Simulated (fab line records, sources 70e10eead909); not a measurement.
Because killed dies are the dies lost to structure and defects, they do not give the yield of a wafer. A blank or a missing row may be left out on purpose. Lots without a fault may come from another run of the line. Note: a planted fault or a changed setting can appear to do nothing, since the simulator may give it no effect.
Matching of chambers    flow nand-harc    cmp-03 running NHARC_A_BLC_CMP_25: 4 sister chambers
The step polishes, t overpolish 30 s, target thk 150 nm. 14 wafers are shown with their chamber, then 7 later ones without.

WAFERS PAIRED WITH THEIR CHAMBERS
wafer   chamber  motor-current-A (A)  time-to-endpoint-s (s)  overpolish-run-s (s)
L080.1  2        11.6                 31                      30.000
L080.2  3        11.0                 33                      29.989
L080.6  2        11.6                 30                      30.012
L083.1  0        11.4                 24                      30.003
L083.4  1        11.4                 26                      30.006
L083.6  0        11.1                 25                      30.001
L084.1  0        11.4                 30                      30.007
L084.2  3        12.2                 32                      29.998
L084.6  1        10.7                 34                      30.003
L087.3  3        11.3                 31                      30.006
L087.5  0        11.0                 29                      30.009
L087.6  3        11.8                 30                      29.999
L094.1  1        11.1                 33                      29.996
L094.4  3        12.3                 28                      30.001

SIGNATURES, as means of the wafers listed above
reading             chamber 0  chamber 1  chamber 2  chamber 3  scatter within a chamber
motor-current-A     11.225     11.067     11.600     11.720     0.405
time-to-endpoint-s  27.00      31.00      30.50      30.80      2.82
overpolish-run-s    30.00500   30.00167   30.00600   29.99860   0.00564
Rule: a wafer lies at a distance from a chamber equal to the root of the sum of squares, over the readings, of (its reading less the chamber's mean, divided by the reading's scatter). The wafer belongs to the nearest chamber; if the next one is less than 2 further off, it can't be placed. The scatter: the root of (the sum of the squares of (reading less its chamber's mean) over the shown wafers, divided by (wafers less chambers)).

WAFERS WITH NO CHAMBER GIVEN
wafer   motor-current-A (A)  time-to-endpoint-s (s)  overpolish-run-s (s)
L094.5  11.2                 28                      29.988
L095.1  11.7                 34                      30.022
L095.4  11.5                 36                      30.015
L095.5  10.8                 33                      30.003
L096.2  10.9                 26                      29.990
L096.3  11.3                 26                      29.995
L096.6  10.8                 25                      30.016

WHICH CHAMBER EACH WENT THROUGH
wafer   from the rows above                in truth
L094.5  can't be placed: 3 or 1 or 0 or 2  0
L095.1  can't be placed: 2 or 1 or 0 or 3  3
L095.4  can't be placed: 2 or 1 or 3 or 0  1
L095.5  can't be placed: 1 or 2 or 0 or 3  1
L096.2  can't be placed: 1 or 0 or 3 or 2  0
L096.3  can't be placed: 0 or 3 or 1 or 2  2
L096.6  can't be placed: 0 or 2 or 1       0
Correctly placed: 0 of 7. Unplaceable from these rows: 7, with the true chamber sitting among the candidates in 7. 0 placed wrongly.
